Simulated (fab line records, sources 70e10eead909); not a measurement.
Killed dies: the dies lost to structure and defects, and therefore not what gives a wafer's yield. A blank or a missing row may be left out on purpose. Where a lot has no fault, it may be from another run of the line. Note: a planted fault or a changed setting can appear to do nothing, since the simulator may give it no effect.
Which tool was responsible? / flow nand harc / 42 wafers from 14 lots sampled at 5 of the route's 1159 steps

WHAT THE GAUGES SHOWED, per wafer
NHARC_THIN_TSV_THK_MEAS_02: measures by ir. Usual: thk nm 3036 nm, standard deviation 240.
lot=L784; measured=day 18 22:59; on=film metro-02; thk nm (nm)=3000 2696 3025; flag=
lot=L783; measured=day 19 00:13; on=film metro-02; thk nm (nm)=2990 2982 3070; flag=
lot=L785; measured=day 19 01:25; on=film metro-01; thk nm (nm)=3032 3080 3337; flag=
lot=L787; measured=day 19 10:56; on=film metro-01; thk nm (nm)=3077 3037 2561; flag=
lot=L789; measured=day 20 09:46; on=film metro-02; thk nm (nm)=3522 3499 3235; flag=
lot=L791; measured=day 20 14:05; on=film metro-01; thk nm (nm)=3009 2791 2817; flag=
lot=L790; measured=day 20 15:18; on=film metro-01; thk nm (nm)=3189 3006 2912; flag=
lot=L792; measured=day 20 12:10; on=film metro-01; thk nm (nm)=3214 2899 2781; flag=
lot=L794; measured=day 21 13:38; on=film metro-02; thk nm (nm)=2878 2836 2555; flag=
lot=L800; measured=day 22 21:50; on=film metro-02; thk nm (nm)=2977; flag=
lot=L799; measured=day 23 02:08; on=film metro-01; thk nm (nm)=2842; flag=
lot=L804; measured=day 24 01:58; on=film metro-02; thk nm (nm)=3123 3030 3225; flag=
lot=L805; measured=day 23 13:37; on=film metro-02; thk nm (nm)=3059 3244 3039; flag=
lot=L806; measured=day 24 06:57; on=film metro-01; thk nm (nm)=3359 3143 3044; flag=

NHARC_THIN_TSV_CD_MEAS_33: the cd target is 5000 nm. Usual: cd nm 5000.1 nm, standard deviation 2.7.
lot=L784; measured=day 19 06:06; on=cd sem-02; cd nm (nm)=4998.6 4997.8 4997.6; flag=
lot=L783; measured=day 19 07:14; on=cd sem-02; cd nm (nm)=4998.9 5000.2 5002.7; flag=
lot=L785; measured=day 19 08:25; on=cd sem-01; cd nm (nm)=5004.6 4997.9 5003.1; flag=
lot=L787; measured=day 19 18:10; on=cd sem-03; cd nm (nm)=5001.9 5007.1 4999.6; flag=
lot=L789; measured=day 20 16:45; on=cd sem-01; cd nm (nm)=4998.0 5000.5 5001.7; flag=
lot=L791; measured=day 20 21:20; on=cd sem-02; cd nm (nm)=5001.2 4999.1 4999.2; flag=
lot=L790; measured=day 20 22:38; on=cd sem-02; cd nm (nm)=4998.7 4998.2 5002.5; flag=
lot=L792; measured=day 20 19:19; on=cd sem-02; cd nm (nm)=5004.6 5003.3 5002.2; flag=
lot=L794; measured=day 21 21:18; on=cd sem-03; cd nm (nm)=5004.1 5005.5 5003.1; flag=
lot=L800; measured=day 23 05:10; on=cd sem-03; cd nm (nm)=4997.0; flag=
lot=L799; measured=day 23 09:11; on=cd sem-03; cd nm (nm)=4997.0; flag=
lot=L804; measured=day 24 08:56; on=cd sem-03; cd nm (nm)=4996.5 5001.8 5000.4; flag=
lot=L805; measured=day 23 21:41; on=cd sem-03; cd nm (nm)=4996.1 4999.8 4998.9; flag=
lot=L806; measured=day 24 14:05; on=cd sem-02; cd nm (nm)=5001.0 4997.1 4998.5; flag=

NHARC_END_SORT_01. Usual: killed at array 31, standard deviation 11; killed at other 0.5, standard deviation 0.78; killed at periphery 3.0, standard deviation 2; killed dies 34, standard deviation 12; killed open 3.2, standard deviation 2; killed short 1.9, standard deviation 1.6.
lot=L787; measured=day 20 06:50; on=prober-01; killed at array=49 49 51; killed at other=0 1 1; killed at periphery=1 3 3; killed dies=50 53 55; killed open=7 3 5; killed short=0 1 0; flag=
lot=L789; measured=day 21 02:23; on=prober-01; killed at array=32 30 32; killed at other=1 0 0; killed at periphery=2 3 3; killed dies=35 33 35; killed open=4 2 5; killed short=0 0 3; flag=
lot=L794; measured=day 22 07:40; on=prober-02; killed at array=41 47 48; killed at other=0 0 0; killed at periphery=2 3 1; killed dies=43 50 49; killed open=3 4 3; killed short=0 6 0; flag=
lot=L800; measured=day 23 13:37; on=prober-02; killed at array=663 671 29; killed at other=0 0 0; killed at periphery=3 2 3; killed dies=666 673 32; killed open=2 1 3; killed short=0 2 0; flag=OFF
lot=L799; measured=day 24 05:12; on=prober-02; killed at array=663 664 31; killed at other=0 1 1; killed at periphery=3 0 1; killed dies=666 665 33; killed open=2 1 4; killed short=2 1 3; flag=OFF
lot=L805; measured=day 24 12:58; on=prober-02; killed at array=36 31 27; killed at other=1 0 2; killed at periphery=1 1 4; killed dies=38 32 33; killed open=2 1 1; killed short=1 0 1; flag=

WHAT TOOL EACH LOT RAN ON (gives the tool, then ch and the chambers of the sampled wafers, and finally the start)
lot=L784; NHARC_A_STAIRCASE_DEP_322=pecvd-01 ch 1,2, day 12 17:50; NHARC_THIN_TSV_DEGAS_49=pvd sputter-02, day 19 02:59
lot=L783; NHARC_A_STAIRCASE_DEP_322=pecvd-04 ch 0,1,2, day 12 20:56; NHARC_THIN_TSV_DEGAS_49=pvd sputter-03, day 19 04:04
lot=L785; NHARC_A_STAIRCASE_DEP_322=pecvd-04 ch 0,1,2, day 13 07:12; NHARC_THIN_TSV_DEGAS_49=pvd sputter-02, day 19 05:17
lot=L787; NHARC_A_STAIRCASE_DEP_322=pecvd-01 ch 0,1, day 14 00:57; NHARC_THIN_TSV_DEGAS_49=pvd sputter-01, day 19 14:55
lot=L789; NHARC_A_STAIRCASE_DEP_322=pecvd-04 ch 1,2, day 14 09:28; NHARC_THIN_TSV_DEGAS_49=pvd sputter-02, day 20 13:39
lot=L791; NHARC_A_STAIRCASE_DEP_322=pecvd-03 ch 0,1, day 15 00:10; NHARC_THIN_TSV_DEGAS_49=pvd sputter-01, day 20 18:11
lot=L790; NHARC_A_STAIRCASE_DEP_322=pecvd-04 ch 0,2, day 15 00:10; NHARC_THIN_TSV_DEGAS_49=pvd sputter-01, day 20 19:26
lot=L792; NHARC_A_STAIRCASE_DEP_322=pecvd-01 ch 0,1,2, day 15 00:10; NHARC_THIN_TSV_DEGAS_49=pvd sputter-01, day 20 16:07
lot=L794; NHARC_A_STAIRCASE_DEP_322=pecvd-04 ch 0,1, day 16 03:22; NHARC_THIN_TSV_DEGAS_49=pvd sputter-01, day 21 18:08
lot=L800; NHARC_A_STAIRCASE_DEP_322=pecvd-01 ch 1,2, day 16 23:37; NHARC_THIN_TSV_DEGAS_49=pvd sputter-01, day 23 02:00
lot=L799; NHARC_A_STAIRCASE_DEP_322=pecvd-01 ch 0,1,2, day 17 00:11; NHARC_THIN_TSV_DEGAS_49=pvd sputter-03, day 23 05:57
lot=L804; NHARC_A_STAIRCASE_DEP_322=pecvd-03 ch 0,1, day 18 01:19; NHARC_THIN_TSV_DEGAS_49=pvd sputter-03, day 24 05:48
lot=L805; NHARC_A_STAIRCASE_DEP_322=pecvd-04 ch 0,1, day 18 01:29; NHARC_THIN_TSV_DEGAS_49=pvd sputter-02, day 23 18:32
lot=L806; NHARC_A_STAIRCASE_DEP_322=pecvd-04 ch 0,1,2, day 18 11:27; NHARC_THIN_TSV_DEGAS_49=pvd sputter-01, day 24 10:57
- NHARC_A_STAIRCASE_DEP_322: deposits SiO2, target thk 3800 nm.
- NHARC_THIN_TSV_DEGAS_49: time 120 s.

AS READ BY THE TOOLS THEMSELVES (means over the sampled wafers that have a number; for cases with no such wafer, the mark the record gives instead)
NHARC_A_STAIRCASE_DEP_322. Usual: heater power w 684 W, standard deviation 110; mfc precursor sccm 199.9 sccm, standard deviation 0.61.
lot=L784; tool=pecvd-01; heater power w (W)=749; mfc precursor sccm (sccm)=199.8; flag=
lot=L783; tool=pecvd-04; heater power w (W)=618; mfc precursor sccm (sccm)=199.8; flag=
lot=L785; tool=pecvd-04; heater power w (W)=601; mfc precursor sccm (sccm)=199.6; flag=
lot=L787; tool=pecvd-01; heater power w (W)=739; mfc precursor sccm (sccm)=199.7; flag=
lot=L789; tool=pecvd-04; heater power w (W)=634; mfc precursor sccm (sccm)=199.4; flag=
lot=L791; tool=pecvd-03; heater power w (W)=684; mfc precursor sccm (sccm)=200.1; flag=
lot=L790; tool=pecvd-04; heater power w (W)=556; mfc precursor sccm (sccm)=199.8; flag=
lot=L792; tool=pecvd-01; heater power w (W)=840; mfc precursor sccm (sccm)=200.5; flag=
lot=L794; tool=pecvd-04; heater power w (W)=585; mfc precursor sccm (sccm)=200.1; flag=
lot=L800; tool=pecvd-01; heater power w (W)=729; mfc precursor sccm (sccm)=200.2; flag=
lot=L799; tool=pecvd-01; heater power w (W)=779; mfc precursor sccm (sccm)=199.5; flag=
lot=L804; tool=pecvd-03; heater power w (W)=735; mfc precursor sccm (sccm)=200.0; flag=
lot=L805; tool=pecvd-04; heater power w (W)=601; mfc precursor sccm (sccm)=200.1; flag=
lot=L806; tool=pecvd-04; heater power w (W)=585; mfc precursor sccm (sccm)=199.5; flag=

NHARC_THIN_TSV_DEGAS_49. Usual: heater power w 470 W, standard deviation 59.
lot=L784; tool=pvd sputter-02; heater power w (W)=491; flag=
lot=L783; tool=pvd sputter-03; heater power w (W)=492; flag=
lot=L785; tool=pvd sputter-02; heater power w (W)=481; flag=
lot=L787; tool=pvd sputter-01; heater power w (W)=443; flag=
lot=L789; tool=pvd sputter-02; heater power w (W)=490; flag=
lot=L791; tool=pvd sputter-01; heater power w (W)=435; flag=
lot=L790; tool=pvd sputter-01; heater power w (W)=424; flag=
lot=L792; tool=pvd sputter-01; heater power w (W)=414; flag=
lot=L794; tool=pvd sputter-01; heater power w (W)=444; flag=
lot=L800; tool=pvd sputter-01; heater power w (W)=417; flag=
lot=L799; tool=pvd sputter-03; heater power w (W)=501; flag=
lot=L804; tool=pvd sputter-03; heater power w (W)=485; flag=
lot=L805; tool=pvd sputter-02; heater power w (W)=484; flag=
lot=L806; tool=pvd sputter-01; heater power w (W)=453; flag=

THE ANSWER, worked out from the rows above alone
Rule: a lot is off if the mean of its wafers that have a number lies more than 3 standard deviations from the usual mean. A lot without any number at a reading at which 4 lots or more have one is off too. Any other lot the step has rows for is counted as sound. Order of review: gauges by route order, followed by the tools' own readings, for which a lot's mean as printed above is used. The first step at which some lot is off is used, and at that step the reading that is off furthest; a lot without a number counts as furthest.
Off: L800, L799 (NHARC_END_SORT_01, killed at array). Neither off nor sound, because the step has no rows for them: L784, L783, L785, L791, L790, L792, L804, L806.
If a tool, at a process step before that reading, ran all the lots that are off and no sound lot after the first of them, it fits. Those tools and the gauges at NHARC_END_SORT_01 are tried in the same way. One fits: pecvd-01 at NHARC_A_STAIRCASE_DEP_322. A fault onset in the window from L787 (day 14 00:57, its last sound lot) to L800 (day 16 23:37, its first lot off) fits.

WHAT THE SIMULATOR HAD PUT IN
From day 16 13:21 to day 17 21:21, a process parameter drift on pecvd-01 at NHARC_A_STAIRCASE_DEP_322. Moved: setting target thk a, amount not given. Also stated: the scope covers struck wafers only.
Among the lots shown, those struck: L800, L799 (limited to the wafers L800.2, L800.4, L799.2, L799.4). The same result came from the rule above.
